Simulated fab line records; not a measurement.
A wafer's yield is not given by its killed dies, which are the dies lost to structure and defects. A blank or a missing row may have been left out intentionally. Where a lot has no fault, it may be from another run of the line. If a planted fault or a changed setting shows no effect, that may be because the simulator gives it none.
Split-lot experiment ; flow n5 finfet ; route with 1938 steps; 7 lots, 21 wafers read

## THE SPLIT ITSELF
At N5_MOL_CONTACT_COAG_VIA_ETCH_46 (etches SiO2 in C4F6/O2, target depth 46 nm, overetch 9.2 nm, time 40 s), the setting bias w was moved away from the recipe's 455 W on 6 of the 21 wafers read, by -16.0% to +15.5%. This setting was run at the recipe's value on the other wafers.

Reading taken at the split's own step.

## THE READING
rf vpp V, in V, at N5_MOL_CONTACT_COAG_VIA_ETCH_46 (etches SiO2 in C4F6/O2, target depth 46 nm, overetch 9.2 nm, time 40 s). On this fab line, fault-free wafers typically give 1581 V with a standard deviation of 13 V.

wafer;tool, chamber at the split;bias w as run, W;against the recipe;rf vpp V, V;against lot-mates on the recipe
L078.1;rie diel-03, 1;455;recipe;1590;-
L078.2;rie diel-03, 3;455;recipe;1576;-
L078.6;rie diel-03, 3;455;recipe;1575;-
L079.3;rie diel-03, 0;455;recipe;1558;-
L079.4;rie diel-03, 1;525.6;+15.5%;1769;+196
L079.5;rie diel-03, 2;455;recipe;1588;-
L087.3;rie diel-01, 0;455;recipe;1601;-
L087.4;rie diel-01, 3;455;recipe;1592;-
L087.6;rie diel-01, 1;455;recipe;1574;-
L088.4;rie diel-05, 0;455;recipe;1579;-
L088.5;rie diel-05, 1;455;recipe;1570;-
L088.6;rie diel-05, 2;455;recipe;1564;-
L091.1;rie diel-05, 0;385.1;-15.4%;1394;no lot-mate on the recipe
L091.3;rie diel-05, 3;385.1;-15.4%;1386;no lot-mate on the recipe
L091.4;rie diel-05, 0;385.1;-15.4%;1393;no lot-mate on the recipe
L093.1;rie diel-03, 2;455;recipe;1588;-
L093.3;rie diel-03, 3;455;recipe;1575;-
L093.4;rie diel-03, 1;455;recipe;1590;-
L097.2;rie diel-01, 1;382.1;-16.0%;1380;-211
L097.4;rie diel-01, 3;455;recipe;1591;-
L097.5;rie diel-01, 1;382.1;-16.0%;1380;-211

FIT RESULTS
A straight line over all 21 wafers: rf vpp V changes by +12.4 V for each +1% of bias w; r = +0.99; the points scatter about the line by 10 V.
The same after taking each lot's own level away (the mean of its wafers on the recipe; 18 wafers): +13 V for each +1%; r = +0.99; scatter 8.9 V.
Per that fit: largest bias w move, reading shift of 2.1e+02 V.
Measured against the standard deviation above, the lots' own levels, which go from 1571.0 to 1591.0 V, span 1.5 times it.
The two slopes are in agreement: the lot-to-lot level therefore moves the slope only a little.
Check: for one of the wafers moved furthest among these (-16.0%), held out of the fit, the line's prediction against its lot-mates is -207 V. Against them it came out at -211 V.
Tool readings at the split's step, against how far the setting was moved: rf vpp V r = +0.99.

## OTHER SPLITS ON THESE WAFERS
Before the reading, these wafers also passed through other splits. Each is held against what the fit with the lots' levels taken away leaves over:
other split on the same wafers;wafers away from the commonest value;r with rf vpp V (lot level and that fit taken away)
N5_HKMG_FIN_ETCH_31 bias w;7;-0.02
N5_MOL_CONTACT_COAG_CONTACT_ETCH_14 source w;4;-0.16
N5_MOL_CONTACT_COAG_ETCHBACK_135 time s;7;+0.15

## FILE'S OWN FIT
rf vpp V changes by +12.9 V for each +1% of bias w, r = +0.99.
